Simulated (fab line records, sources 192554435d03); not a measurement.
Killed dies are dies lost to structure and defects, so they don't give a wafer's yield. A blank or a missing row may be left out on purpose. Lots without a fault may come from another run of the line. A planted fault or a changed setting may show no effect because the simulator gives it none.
Chamber matching | flow n5_finfet | N5_BEOL_M2_ILD_DEP_00 on pecvd-01: 3 sister chambers
The step deposits SiOC from DEMS/O2, target thk 79 nm, time 15.3 s. 14 wafers are shown with their chamber, then 7 later ones without.

WAFERS WITH THEIR CHAMBER
wafer  | chamber | throttle_valve_pct (%) | heater_power_w (W) | showerhead_plenum_p_Torr (Torr)
L074.4 | 2       | 11.9                   | 435                | 5.696
L074.5 | 0       | 12.0                   | 399                | 5.700
L074.6 | 1       | 13.3                   | 536                | 5.691
L080.1 | 0       | 12.3                   | 445                | 5.722
L080.4 | 0       | 12.1                   | 446                | 5.709
L080.6 | 1       | 13.2                   | 537                | 5.705
L083.3 | 1       | 13.3                   | 456                | 5.697
L083.4 | 0       | 12.2                   | 427                | 5.700
L083.5 | 2       | 11.9                   | 383                | 5.692
L088.1 | 0       | 12.1                   | 405                | 5.697
L088.4 | 0       | 12.3                   | 411                | 5.720
L088.5 | 2       | 12.0                   | 424                | 5.688
L090.3 | 0       | 12.2                   | 461                | 5.725
L090.4 | 0       | 11.8                   | 454                | 5.720

SIGNATURES (means of the wafers above)
reading                  | chamber 0 | chamber 1 | chamber 2 | scatter within a chamber
throttle_valve_pct       | 12.125    | 13.267    | 11.933    | 0.138
heater_power_w           | 431.00    | 509.67    | 414.00    | 29.8
showerhead_plenum_p_Torr | 5.71162   | 5.69767   | 5.69200   | 0.00976
Rule: a wafer's distance from a chamber is the root of the sum, over the readings, of the square of ((its reading less the chamber's mean) divided by the reading's scatter). The wafer belongs to the nearest chamber; if the next one is less than 2 further off, it can't be placed. The scatter: the root of (the sum of the squares of (reading less its chamber's mean) over the shown wafers, divided by (wafers less chambers)).

WAFERS WITHOUT THEIR CHAMBER
wafer  | throttle_valve_pct (%) | heater_power_w (W) | showerhead_plenum_p_Torr (Torr)
L090.6 | 12.7                   | 451                | 5.700
L093.3 | 11.9                   | 363                | 5.684
L093.4 | 12.8                   | 411                | 5.695
L093.6 | 12.4                   | 366                | 5.703
L096.3 | 12.4                   | 434                | 5.683
L096.4 | 12.2                   | 442                | 5.694
L096.6 | 13.1                   | 437                | 5.699

WHICH CHAMBER EACH WENT THROUGH
wafer  | from the rows above          | in truth
L090.6 | can't be placed: 0 or 1 or 2 | 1
L093.3 | 2                            | 2
L093.4 | can't be placed: 1 or 0 or 2 | 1
L093.6 | can't be placed: 0 or 2      | 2
L096.3 | can't be placed: 0 or 2      | 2
L096.4 | can't be placed: 0 or 2      | 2
L096.6 | 1                            | 1
Placed correctly: 2 of 7. Can't be placed from these rows: 5 (the true chamber is among the candidates in 5). Placed wrongly: 0.
